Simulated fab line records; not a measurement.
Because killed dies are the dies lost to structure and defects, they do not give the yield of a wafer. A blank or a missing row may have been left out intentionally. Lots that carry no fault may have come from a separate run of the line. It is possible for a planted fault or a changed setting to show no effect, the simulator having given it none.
Which tool was responsible? / flow nand-harc / 6 lots with 18 wafers sampled at 5 steps, on a route of 1302 steps

== WHAT THE GAUGES READ, wafer by wafer ==
NHARC_END_SORT_01.
lot=L944; measured=day 28 15:27; on=prober-01; killed-at-array=669 665 670

== TOOL THAT RAN EACH LOT (tool first, then ch and the chambers of the sampled wafers, then the start) ==
lot=L937; NHARC_A_STAIRCASE_STRIP_205=plasma-asher-02 ch 0,1, day 16 19:41; NHARC_A_STAIRCASE_ETCH_221=rie-diel-01 ch 0,2,3, day 16 21:44 or earlier; NHARC_A_STAIRCASE_TRIM_224=rie-diel-01 ch 0,1,3, day 16 21:44 or earlier; NHARC_A_STAIRCASE_ETCH_225=rie-diel-01 ch 0,1,3, day 16 21:44
lot=L944; NHARC_A_STAIRCASE_STRIP_205=plasma-asher-02 ch 0,1, day 20 03:22; NHARC_A_STAIRCASE_ETCH_221=rie-diel-01 ch 0,1, day 20 05:30 or earlier; NHARC_A_STAIRCASE_TRIM_224=rie-diel-01 ch 2,3, day 20 05:30 or earlier; NHARC_A_STAIRCASE_ETCH_225=rie-diel-01 ch 1,2,3, day 20 05:30
lot=L949; NHARC_A_STAIRCASE_STRIP_205=plasma-asher-02 ch 0,1, day 21 19:27; NHARC_A_STAIRCASE_ETCH_221=rie-diel-01 ch 1,2,3, day 21 21:40 or earlier; NHARC_A_STAIRCASE_TRIM_224=rie-diel-01 ch 0,1,3, day 21 21:40 or earlier; NHARC_A_STAIRCASE_ETCH_225=rie-diel-01 ch 1,2,3, day 21 21:40
lot=L950; NHARC_A_STAIRCASE_STRIP_205=plasma-asher-02 ch 0,1, day 22 16:25; NHARC_A_STAIRCASE_ETCH_221=rie-diel-01 ch 0,2,3, day 22 18:31 or earlier; NHARC_A_STAIRCASE_TRIM_224=rie-diel-01 ch 1,2, day 22 18:31 or earlier; NHARC_A_STAIRCASE_ETCH_225=rie-diel-01 ch 1,2,3, day 22 18:31
lot=L953; NHARC_A_STAIRCASE_STRIP_205=plasma-asher-02 ch 0,1, day 23 18:26; NHARC_A_STAIRCASE_ETCH_221=rie-diel-01 ch 0,2, day 23 20:29 or earlier; NHARC_A_STAIRCASE_TRIM_224=rie-diel-01 ch 0,1,3, day 23 20:29 or earlier; NHARC_A_STAIRCASE_ETCH_225=rie-diel-01 ch 0,1,3, day 23 20:29
lot=L957; NHARC_A_STAIRCASE_STRIP_205=plasma-asher-01 ch 0,1, day 25 07:46; NHARC_A_STAIRCASE_ETCH_221=rie-diel-01 ch 0,3, day 25 09:46 or earlier; NHARC_A_STAIRCASE_TRIM_224=rie-diel-01 ch 0,1,3, day 25 09:46 or earlier; NHARC_A_STAIRCASE_ETCH_225=rie-diel-01 ch 0,1,3, day 25 09:46
- NHARC_A_STAIRCASE_STRIP_205: strips in O2.
- NHARC_A_STAIRCASE_ETCH_221: etches the open film in C4F8/O2, target depth 100 nm, time 40.5 s.
- NHARC_A_STAIRCASE_TRIM_224: chemistry O2, time 211.2 s.
- NHARC_A_STAIRCASE_ETCH_225: etches the open film in C4F8/O2, target depth 100 nm, time 40.5 s.

== THE ANSWER, worked out from the rows above alone ==
Rule: usual is defined by the lots themselves. The widest of any qualifying gaps counts: lots, ordered by their means at a reading, are off when they make up no more than a third of the lots, leave a main group of 4 or more, and stand apart from it by 3 or more times the standard deviation of that group's means. If all means in a main group match to the digits the tables above print for the reading, that group is not used. Also off: a lot with no number at a reading for which 4 or more lots have one. All remaining lots with rows at the step are treated as sound.
Across all readings shown, no lot is off: no conclusion can be drawn from this.

== WHAT HAD BEEN PUT IN BY THE SIMULATOR ==
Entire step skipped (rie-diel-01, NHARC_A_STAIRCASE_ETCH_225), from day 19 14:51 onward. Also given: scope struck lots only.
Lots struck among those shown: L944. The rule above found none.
